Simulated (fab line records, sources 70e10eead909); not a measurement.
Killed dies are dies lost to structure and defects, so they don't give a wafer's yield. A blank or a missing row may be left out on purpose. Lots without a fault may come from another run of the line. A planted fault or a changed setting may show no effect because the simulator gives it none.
A struck lot beside a sound one | flow nand_harc | 14 steps out of a route of 1159
Sound: wafers L260.1, L260.4, L260.5. Struck: wafers L258.3, L258.4, L258.5. The cause comes at the end.
At each step with rows: each side's tool, then ch and its chambers, then its first start. Under that, the readings that differ: sound wafers | struck wafers | difference of the means | sigmas: that difference in standard deviations of wafers without a fault.
alike: readings whose means differ by less than 2 such deviations, and words and numbers that are the same on both sides. not compared: withheld readings, readings that some wafer has no value for, bounds like >300 that may hide the same value, and numbers for which the record gives no deviation and whose values overlap.
The two part at a step that has a row with sigmas, a row that says differs or no value, or rows on one side only. Numbers that don't overlap but have no deviation are shown without sigmas and don't part them. A reading that every wafer of one side lacks parts them only if that side has two wafers or more.

first, 8 steps without rows for these wafers: NHARC_P_ZERO_WELL_DEHYDRATE_16 (time 120 s); NHARC_P_ZERO_WELL_HMDS_17 (time 30 s); NHARC_P_ZERO_WELL_COAT_18; NHARC_P_ZERO_WELL_SOFTBAKE_19 (time 95 s); NHARC_P_ZERO_WELL_EBR_20; NHARC_P_ZERO_WELL_EXPOSE_21 (exposes mask P NWELL, target cd 720 nm); NHARC_P_ZERO_WELL_PEB_22 (peb time 85 s); NHARC_P_ZERO_WELL_DEVELOP_23 (time 70 s).
NHARC_P_ZERO_WELL_CD_MEAS_24: target cd 720 nm.
  sound on cd_sem-03 ch 0, day 6 20:32; struck on cd_sem-03 ch 0, day 6 08:20
  alike: cd_nm
then, 1 step without rows for these wafers: NHARC_P_ZERO_WELL_HARDBAKE_25 (time 80 s).
NHARC_P_ZERO_WELL_DESCUM_26: chemistry O2, time 3 s.
  sound on rie_diel-05 ch 0,3, day 6 20:41; struck on rie_diel-05 ch 0,2,3, day 6 08:31
  alike: drypump_motor_current_A, oes_product_au, rf_vpp_V, showerhead_plenum_p_Torr, throttle_valve_pct
  not compared: rf_hours_counter_h
then, 1 step without rows for these wafers: NHARC_P_ZERO_WELL_IMPLANT_27.
NHARC_P_ZERO_WELL_IMPLANT_57:
  sound on implanter-02 ch 0, day 6 21:01; struck on implanter-02, day 6 08:53
  no value came back on the struck wafers for beam_energy_keV, beam_on_s (s), faraday_current_uA; on the sound wafers beam_energy_keV reads 249.82 249.93 249.97
then, 1 step without rows for these wafers: NHARC_P_ZERO_WELL_IMPLANT_58.

WHERE THEY PART
Only at NHARC_P_ZERO_WELL_IMPLANT_57, within this record.

WHY: what the simulator had put in
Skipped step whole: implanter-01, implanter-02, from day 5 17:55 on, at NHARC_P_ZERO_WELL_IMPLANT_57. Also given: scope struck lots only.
